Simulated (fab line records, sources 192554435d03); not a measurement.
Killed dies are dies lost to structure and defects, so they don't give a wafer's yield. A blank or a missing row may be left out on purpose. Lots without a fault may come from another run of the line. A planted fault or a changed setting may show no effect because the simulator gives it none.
Chamber matching | flow n5_finfet | N5_BEOL_M5_CURE_80 on uv_cure-01: 3 sister chambers
The step cures SiCOH lowk, time 120 s. 22 wafers are shown with their chamber, then 11 later ones without.

WAFERS WITH THEIR CHAMBER
wafer  | chamber | wafer_temp_C_max | lamp_power_pct (%)
L074.1 | 0       | 370.9            | 52.24
L074.2 | 0       | 371.3            | 52.43
L074.3 | 0       | 371.2            | 52.33
L076.3 | 2       | 372.5            | 52.33
L076.4 | 2       | 372.1            | 52.36
L076.6 | 2       | 372.2            | 52.27
L080.1 | 1       | 371.8            | 52.30
L080.4 | 1       | 371.9            | 52.31
L080.6 | 1       | 372.5            | 52.30
L079.1 | 1       | 372.2            | 52.29
L079.2 | 1       | 372.2            | 52.14
L079.5 | 1       | 372.6            | 52.36
L079.3 | 1       | 371.9            | 52.32
L079.4 | 1       | 372.4            | 52.41
L079.6 | 1       | 372.4            | 52.31
L083.1 | 2       | 371.3            | 52.36
L083.2 | 2       | 372.1            | 52.26
L083.5 | 2       | 372.1            | 52.38
L088.1 | 1       | 372.4            | 52.16
L088.3 | 1       | 372.0            | 52.30
L088.4 | 1       | 371.9            | 52.21
L088.2 | 1       | 372.3            | 52.38

SIGNATURES (means of the wafers above)
reading          | chamber 0 | chamber 1 | chamber 2 | scatter within a chamber
wafer_temp_C_max | 371.133   | 372.192   | 372.050   | 0.302
lamp_power_pct   | 52.3333   | 52.2915   | 52.3267   | 0.0747
Rule: a wafer's distance from a chamber is the root of the sum, over the readings, of the square of ((its reading less the chamber's mean) divided by the reading's scatter). The wafer belongs to the nearest chamber; if the next one is less than 2 further off, it can't be placed. The scatter: the root of (the sum of the squares of (reading less its chamber's mean) over the shown wafers, divided by (wafers less chambers)).

WAFERS WITHOUT THEIR CHAMBER
wafer  | wafer_temp_C_max | lamp_power_pct (%)
L088.5 | 373.5            | 52.32
L088.6 | 372.8            | 52.37
L089.3 | 371.1            | 52.18
L089.4 | 370.5            | 52.30
L089.5 | 370.9            | 52.39
L093.1 | 372.0            | 52.22
L093.2 | 371.8            | 52.26
L093.3 | 372.0            | 52.28
L095.2 | 371.0            | 52.24
L095.4 | 371.1            | 52.43
L095.5 | 371.0            | 52.40

WHICH CHAMBER EACH WENT THROUGH
wafer  | from the rows above          | in truth
L088.5 | can't be placed: 1 or 2      | 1
L088.6 | can't be placed: 1 or 2      | 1
L089.3 | can't be placed: 0 or 2 or 1 | 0
L089.4 | 0                            | 0
L089.5 | 0                            | 0
L093.1 | can't be placed: 1 or 2      | 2
L093.2 | can't be placed: 2 or 1 or 0 | 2
L093.3 | can't be placed: 2 or 1      | 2
L095.2 | 0                            | 0
L095.4 | 0                            | 0
L095.5 | 0                            | 0
Placed correctly: 5 of 11. Can't be placed from these rows: 6 (the true chamber is among the candidates in 6). Placed wrongly: 0.
